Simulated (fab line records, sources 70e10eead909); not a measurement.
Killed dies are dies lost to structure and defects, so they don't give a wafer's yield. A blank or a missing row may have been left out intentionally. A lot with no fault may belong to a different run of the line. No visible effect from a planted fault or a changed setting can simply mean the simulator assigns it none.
Which tool did it? :: flow nand_harc :: at 1 step of a route of 1302, 6 lots with 18 wafers sampled

== WHAT EACH GAUGE READ, for each wafer ==
NHARC_A_BLC_CD_MEAS_19.
lot: L828
measured: day 23 15:35
on: cd_sem-03
cd_nm (nm): 100.0 101.7 101.3

lot: L833
measured: day 25 09:46
on: cd_sem-02
cd_nm (nm): 99.6 102.6 101.6

lot: L835
measured: day 27 01:11
on: cd_sem-01
cd_nm (nm): 101.5 100.2 100.0

lot: L842
measured: day 28 20:46
on: cd_sem-02
cd_nm (nm): 99.1 105.7 100.4

lot: L844
measured: day 30 22:29
on: cd_sem-01
cd_nm (nm): 103.9 99.5 100.2

lot: L848
measured: day 32 13:17
on: cd_sem-01
cd_nm (nm): 102.6 101.9 99.9

== WHICH TOOL RAN EACH LOT (tool, then ch and the chambers of the sampled wafers, then the start) ==
No process step before these readings appears in the record.

== THE ANSWER, worked out from the rows above alone ==
Rule: what is usual is taken from the lots themselves. The widest of any qualifying gaps counts: lots, ordered by their means at a reading, are off when they make up no more than a third of the lots, leave a main group of 4 or more, and stand apart from it by 3 or more times the standard deviation of that group's means. The tables above print the reading to a certain number of digits; a main group whose means all agree to those digits is not used. Also off: a lot with no number at a reading for which 4 or more lots have one. Any other lot the step has rows for is counted as sound.
No lot is off on any of the readings shown, so nothing can be concluded from this.

== WHAT THE SIMULATOR HAD PUT IN ==
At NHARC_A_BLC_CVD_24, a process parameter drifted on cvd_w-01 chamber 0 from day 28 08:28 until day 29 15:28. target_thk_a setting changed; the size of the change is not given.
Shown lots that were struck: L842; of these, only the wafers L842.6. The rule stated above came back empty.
